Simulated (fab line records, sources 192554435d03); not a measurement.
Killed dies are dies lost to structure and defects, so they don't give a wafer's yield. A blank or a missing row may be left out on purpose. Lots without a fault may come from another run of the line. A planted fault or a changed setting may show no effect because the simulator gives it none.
A struck lot beside a sound one | flow n5_finfet | 40 steps out of a route of 1938
Sound: wafers L195.1, L195.4, L195.6. Struck: wafers L203.2, L203.3, L203.4. The cause comes at the end.
At each step with rows: each side's tool, then ch and its chambers, then its first start. Under that, the readings that differ: sound wafers | struck wafers | difference of the means | sigmas: that difference in standard deviations of wafers without a fault.
alike: readings whose means differ by less than 2 such deviations, and words and numbers that are the same on both sides. not compared: withheld readings, readings that some wafer has no value for, bounds like >300 that may hide the same value, and numbers for which the record gives no deviation and whose values overlap.
The two part at a step that has a row with sigmas, a row that says differs or no value, or rows on one side only. Numbers that don't overlap but have no deviation are shown without sigmas and don't part them. A reading that every wafer of one side lacks parts them only if that side has two wafers or more.

first, 1 step without rows for these wafers: N5_MOL_CONTACT_COAG_STRIP_98 (strips in N2/H2).
N5_MOL_CONTACT_COAG_CD_MEAS_99: target cd 17.2 nm.
  sound on cd_sem-02, day 5 12:02; struck on cd_sem-02, day 7 19:19
  alike: cd_nm
then, 2 steps without rows for these wafers: N5_MOL_CONTACT_COAG_IMPLANT_129; N5_MOL_CONTACT_COAG_PRECLEAN_111 (cleans in NF3:NH3, afs cycles 1, time 20 s, sublimation time 60 s).
N5_MOL_CONTACT_COAG_TI_SIL_19: material Ti, target thk 4.2 nm, time 15 s.
  sound on pvd_sputter-01, day 5 12:37; struck on pvd_sputter-03, day 7 20:00
  alike: throttle_valve_pct
then, 5 steps without rows for these wafers: N5_MOL_CONTACT_COAG_ALD_20 (deposits TiN, target thk 1.5 nm, pulse time 1 s, purge time 3 s); N5_MOL_CONTACT_COAG_SIL_ANNEAL_21 (time 60 s); N5_MOL_CONTACT_COAG_PRE_CLEAN_141 (time 60 s); N5_MOL_CONTACT_COAG_SPUTTER_143 (material Co, target thk 2.5 nm); N5_MOL_CONTACT_COAG_CO_FILL_22 (material Co, precursor CCTBA/H2, target thk 20 nm).
N5_MOL_CONTACT_COAG_ANNEAL_113: time 300 s.
  sound on rtp_anneal-02 ch 0, day 5 15:41; struck on rtp_anneal-01 ch 0, day 7 21:51
  alike: lamp_power_pct, lamp_zone_1_pct, wafer_temp_C_max
N5_MOL_CONTACT_COAG_PRE_CLEAN_142: time 60 s.
  sound on pvd_sputter-03, day 5 17:32; struck on pvd_sputter-01, day 7 23:21
  alike: heater_power_w
N5_MOL_CONTACT_COAG_SPUTTER_130: material Co, target thk 47.5 nm.
  sound on pvd_sputter-03, day 5 17:36; struck on pvd_sputter-01, day 7 23:25
  alike: throttle_valve_pct
then, 7 steps without rows for these wafers: N5_MOL_CONTACT_COAG_PRECLEAN_125 (cleans in DIW, time 57.5 s); N5_MOL_CONTACT_COAG_SRD_126 (dry time 32 s); N5_MOL_CONTACT_COAG_CMP_23 (polishes, stops on SiO2, t overpolish 1.5 s, target thk 0 nm); N5_MOL_CONTACT_COAG_WET_ETCH_26 (target Co, target depth 13 nm); N5_MOL_CONTACT_COAG_WET_ETCH_116 (etches the open film in SC1-inhibited, target depth 4.6 nm, rinse time 30 s); N5_MOL_CONTACT_COAG_ALD_27 (deposits SiOC, target thk 17 nm, pulse time 1.5 s, time 2720 s); N5_MOL_CONTACT_COAG_CMP_28 (polishes, stops on SiNx, t overpolish 0.85 s, target thk 14.522 nm).
N5_MOL_CONTACT_COAG_THK_MEAS_29:
  sound on film_metro-02, day 5 20:41; struck on film_metro-02, day 8 02:17
  alike: MD_CAP_THK
then, 11 steps without rows for these wafers: N5_MOL_CONTACT_COAG_ALD_123 (deposits SiNx, target thk 5 nm, pulse time 1 s, purge time 2 s); N5_MOL_CONTACT_COAG_PECVD_31 (deposits SiO2 from TEOS/O2, target thk 46 nm, time 8.9 s); N5_MOL_CONTACT_COAG_COAT_75 (time 60 s, resist thk 60 nm); N5_MOL_CONTACT_COAG_COAT_76 (time 60 s, resist thk 10 nm); N5_MOL_CONTACT_COAG_COAT_77 (time 60 s, resist thk 10 nm); N5_MOL_CONTACT_COAG_COAT_78 (resist thk 40 nm); N5_MOL_CONTACT_COAG_EBR_80; N5_MOL_CONTACT_COAG_SOFTBAKE_79 (time 60 s); N5_MOL_CONTACT_COAG_EXPOSE_81 (exposes mask VG, defocus 0 nm); N5_MOL_CONTACT_COAG_PEB_82 (peb time 60 s); N5_MOL_CONTACT_COAG_DEVELOP_83 (develop time 30 s).
N5_MOL_CONTACT_COAG_CD_MEAS_84: target cd 25.1 nm.
  sound on cd_sem-03 ch 0, day 5 21:34; struck on cd_sem-01 ch 0, day 8 03:10
  alike: cd_nm
N5_MOL_CONTACT_COAG_OVL_MEAS_85:
  sound on overlay-02 ch 0, day 5 21:35; struck on overlay-01 ch 0, day 8 03:12
  alike: VG_OVL
N5_MOL_CONTACT_COAG_DESCUM_88: chemistry O2, time 7 s.
  sound on rie_diel-05 ch 1,2,3, day 5 21:54; struck on rie_diel-05 ch 1,2,3, day 8 03:17
  alike: drypump_motor_current_A, oes_product_au, rf_vpp_V, showerhead_plenum_p_Torr, throttle_valve_pct
  not compared: rf_hours_counter_h
then, 3 steps without rows for these wafers: N5_MOL_CONTACT_COAG_ETCH_89 (etches underlayer in N2/H2, target depth 13 nm, time 10.4 s); N5_MOL_CONTACT_COAG_ETCH_90 (etches SiARC in CF4, target depth 13 nm, time 21.7 s); N5_MOL_CONTACT_COAG_ALD_131 (deposits SiO2, target thk 5 nm, pulse time 1 s, co reactant pulse time 1 s).
N5_MOL_CONTACT_COAG_ETCHBACK_132: etches SiO2 in CHF3, target depth 10 nm, time 6.7 s.
  sound on rie_diel-03 ch 1,3, day 5 22:22; struck on rie_diel-04 ch 2,3, day 8 03:41
  reading               | sound          | struck         | difference | sigmas
  oes_product_au (a.u.) | 0.95 0.90 0.95 | 0.70 0.80 0.70 | -0.20      | -2
  alike: drypump_motor_current_A, rf_vpp_V, showerhead_plenum_p_Torr, throttle_valve_pct
  not compared: rf_hours_counter_h
-- the record jumps here: 7 days lie between the struck wafers' starts before and after (it left off in module MOL_CONTACT_COAG and takes up again in module PASSIVATION, whose first step shown is number 1936 of the route) --
N5_PASSIVATION_PROBE_49:
  the record has rows for the struck wafers here (prober-01, day 15 07:32) and none for the sound ones

WHERE THEY PART
First at N5_MOL_CONTACT_COAG_ETCHBACK_132; last, within this record, at N5_PASSIVATION_PROBE_49.

WHY: what the simulator had put in
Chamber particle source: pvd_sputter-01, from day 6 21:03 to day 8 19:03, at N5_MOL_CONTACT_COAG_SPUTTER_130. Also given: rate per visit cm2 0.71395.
